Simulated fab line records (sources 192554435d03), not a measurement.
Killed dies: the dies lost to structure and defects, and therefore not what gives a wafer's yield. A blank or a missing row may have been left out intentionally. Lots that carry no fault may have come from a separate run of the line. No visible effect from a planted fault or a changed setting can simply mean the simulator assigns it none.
Struck lot and sound lot, side by side + flow n5Finfet + 38 out of 1938 route steps
Sound: the wafers L208.2, L208.4, L208.6. Struck: wafer L222.6 (L222.3, L222.5, from the same lot, were not struck and are left out); the cause is given at the end.
For every step that has rows: the tool of each side, followed by ch and its chambers, followed by its first start. Under that, the readings that differ: sound wafers + struck wafers + difference of the means + sigmas: that difference in standard deviations of wafers without a fault.
alike: same words and numbers on both sides, and readings whose means sit less than 2 such deviations apart. not compared: any withheld reading, any reading some wafer has no value for, any bound like >300 that may hide the same value, and any number with overlapping values for which the record gives no deviation.
Wherever a step has rows on one side only, a row that says differs or no value, or a row with sigmas, the two part there. When numbers do not overlap yet have no deviation, they are printed without sigmas and do not part them. Lack of a reading on every wafer of one side parts them only where that side has two or more wafers.

first, 9 steps without rows for these wafers: N5_BEOL_M9_DESCUM_33 (chemistry O2, time 7 s); N5_BEOL_M9_ETCH_76 (etches underlayer in N2/H2, target depth 6.5 nm, time 5.2 s); N5_BEOL_M9_ETCH_65 (etches SiARC in CF4, target depth 15.6 nm, time 26 s); N5_BEOL_M9_ETCH_66 (etches SOC in N2/H2, target depth 80 nm, overetch 16 nm, time 120 s); N5_BEOL_M9_STRIP_69 (strips in N2/H2); N5_BEOL_M9_STRIP_77 (strips in N2/H2); N5_BEOL_M9_VIA_ETCH_34 (etches SiCOH lowk in C4F6/O2, target depth 182.4 nm, time 68.4 s); N5_BEOL_M9_STRIP_73 (strips in C4F6/O2); N5_BEOL_M9_STRIP_36 (strips in N2/H2).
N5_BEOL_M9_TRENCH_ETCH_37: etches SiCOH lowk in C4F6/O2, target depth 151.43 nm, time 49 s.
  sound on rieDiel-01 ch 0,1,3, day 11 04:47; struck on rieDiel-01 ch 3, day 14 10:28
| reading                                   | sound           | struck | difference | sigmas |
|-------------------------------------------|-----------------|--------|------------|--------|
| oesProductAu (a.u.)                       | 0.76 0.87 0.72  | 0.57   | -0.21      | -3     |
| model.etch.depthNm (nm)                   | 151.2 155.8 153 | 105.5  | -47.8      |        |
| model.BEOL_M9.featureDepthNm (nm)         | 151.2 155.8 153 | 105.4  | -47.9      |        |
| model.TiN_of_BEOL_M9_HM_DEP_02.thkNm (nm) | 16 15.8 16      | 16.8   | +0.9       |        |
  alike: drypumpMotorCurrentA, rfVppV, showerheadPlenumPTorr, throttleValvePct
  not compared: rfHoursCounterH
then, 2 steps without rows for these wafers: N5_BEOL_M9_ETCH_41 (etches SiCN in CH3F/O2, target depth 36.6 nm, time 70.1 s); N5_BEOL_M9_STRIP_80 (strips in N2/H2, time 10 s).
N5_BEOL_M9_OCD_MEAS_38:
  sound: ocd-02 at day 11 04:57; struck: ocd-02 at day 14 10:38
| reading            | sound             | struck | difference | sigmas |
|--------------------|-------------------|--------|------------|--------|
| trenchDepthNm (nm) | 151.1 155.5 152.7 | 105.8  | -47.3      | -23    |
then, 13 steps without rows for these wafers: N5_BEOL_M9_HM_STRIP_39 (strips TiN in peroxide tin strip, target depth 25 nm, time 158 s); N5_BEOL_M9_SRD_40 (time 30 s); N5_BEOL_M9_PRECLEAN_42 (cleans in residue remover, time 60 s); N5_BEOL_M9_SRD_43 (time 30 s); N5_BEOL_M9_CURE_72 (cures SiCOH lowk, time 120 s); N5_BEOL_M9_DEGAS_44 (time 60 s); N5_BEOL_M9_PRE_CLEAN_45 (time 30 s); N5_BEOL_M9_ALD_74 (deposits TaN, target thk 2 nm, pulse time 2 s, purge time 3 s); N5_BEOL_M9_SURFACE_TREAT_79; N5_BEOL_M9_CVD_78 (deposits Co from CCTBA/H2, target thk 2 nm, time 138.9 s); N5_BEOL_M9_SPUTTER_48 (material Cu, target thk 12 nm, time 2 s); N5_BEOL_M9_ECD_50 (material Cu, target thk 318 nm); N5_BEOL_M9_ANNEAL_51 (time 90 s).
N5_BEOL_M9_CMP_52: polishes, stops on SiCOH lowk, t overpolish 7 s, target thk 140 nm.
  sound on cmp-03 ch 2,3, day 11 07:32; struck on cmp-04 ch 0, day 14 12:20
| reading                               | sound         | struck | difference | sigmas |
|---------------------------------------|---------------|--------|------------|--------|
| model.Cu_of_BEOL_M9_ECD_50.thkNm (nm) | 141 144.4 142 | 95.2   | -47.3      |        |
  alike: motorCurrentA
N5_BEOL_M9_THK_MEAS_53: measures by xrf.
  sound: filmMetro-01 at day 11 07:49; struck: filmMetro-02 at day 14 12:38
| reading     | sound             | struck | difference | sigmas |
|-------------|-------------------|--------|------------|--------|
| M9_THK (nm) | 140.3 143.6 141.1 | 93.5   | -48.2      | -17    |
then, 2 steps without rows for these wafers: N5_BEOL_M9_PRE_CLEAN_55 (time 15 s); N5_BEOL_M9_DEP_56 (deposits SiCN from 3MS/NH3, target thk 15 nm, time 26.5 s).
N5_BEOL_M9_RS_MEAS_57: uses a four-point probe to measure.
  sound: filmMetro-02 at day 11 07:58; struck: filmMetro-01 at day 14 12:46
| reading        | sound                | struck | difference | sigmas |
|----------------|----------------------|--------|------------|--------|
| M9_RS (ohm/sq) | 0.1496 0.1464 0.1485 | 0.2335 | +0.0853    | +30    |
then, 5 steps without rows for these wafers: N5_BEOL_M10_ILD_DEP_00 (deposits SiCOH lowk from DEMS/porogen, target thk 308.51 nm, time 58 s); N5_BEOL_M10_CURE_71 (cures SiCOH lowk, time 240 s); N5_BEOL_M10_PECVD_70 (deposits SiO2 from TEOS/O2, target thk 20 nm, time 22.7 s); N5_BEOL_M10_HM_DEP_02 (deposits TiN, target thk 20 nm); N5_BEOL_M10_COAT_59 (time 60 s, resist thk 100 nm).
N5_BEOL_M15_RC_MEAS_101:
  sound on prober-01 ch 0, day 13 06:56; struck on prober-01 ch 0, day 16 08:18
| reading                   | sound                   | struck  | difference | sigmas |
|---------------------------|-------------------------|---------|------------|--------|
| COMB_M7 (S/m)             | 2.8e-11 3.5e-11 2.6e-11 | 1.8e-11 | -1.2e-11   | -2     |
| SERP_M9 (ohm/um)          | 3.03 2.94 2.99          | 4.67    | +1.68      | +25    |
| SERP_M9_max_site (ohm/um) | 3.10 3.07 3.09          | 4.80    | +1.71      | +23    |
  alike: COMB_M10, COMB_M11, COMB_M12, COMB_M12_max_site, COMB_M13, COMB_M14, COMB_M15, COMB_M5, COMB_M6, COMB_M6_max_site, COMB_M8, SERP_M10, SERP_M11, SERP_M12, SERP_M12_max_site, SERP_M13, SERP_M14, SERP_M5, SERP_M6, SERP_M7, SERP_M8
N5_PASSIVATION_PROBE_49:
  sound: prober-02 at day 14 05:00; struck: prober-02 at day 17 05:53
| reading                 | sound       | struck | difference | sigmas |
|-------------------------|-------------|--------|------------|--------|
| killed_at_M0_to_M3      | 23 32 14    | 52     | +29        | +3     |
| killedShort             | 27 36 32    | 47     | +15        | +2     |
| sort_bin_5_function (%) | 4.7 4.7 4.2 | 6.6    | +2.1       | +2     |
| sort_bin_8_speed (%)    | 0 0 0       | 0.08   | +0.08      |        |
  alike: defectLimitedYield, killed_at_M4_up, killedAtContacts, killedAtFrontEnd, killedAtOther, killedDies, killedOnRim, killedOpen, sort_bin_6_memory, sortNPass

== WHERE THEY PART ==
Earliest at N5_BEOL_M9_TRENCH_ETCH_37; latest, in this record, at N5_PASSIVATION_PROBE_49.

WHY: the cause the simulator had injected
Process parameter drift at N5_BEOL_M9_TRENCH_ETCH_37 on rieDiel-01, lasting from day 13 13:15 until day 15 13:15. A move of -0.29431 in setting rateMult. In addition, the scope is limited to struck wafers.
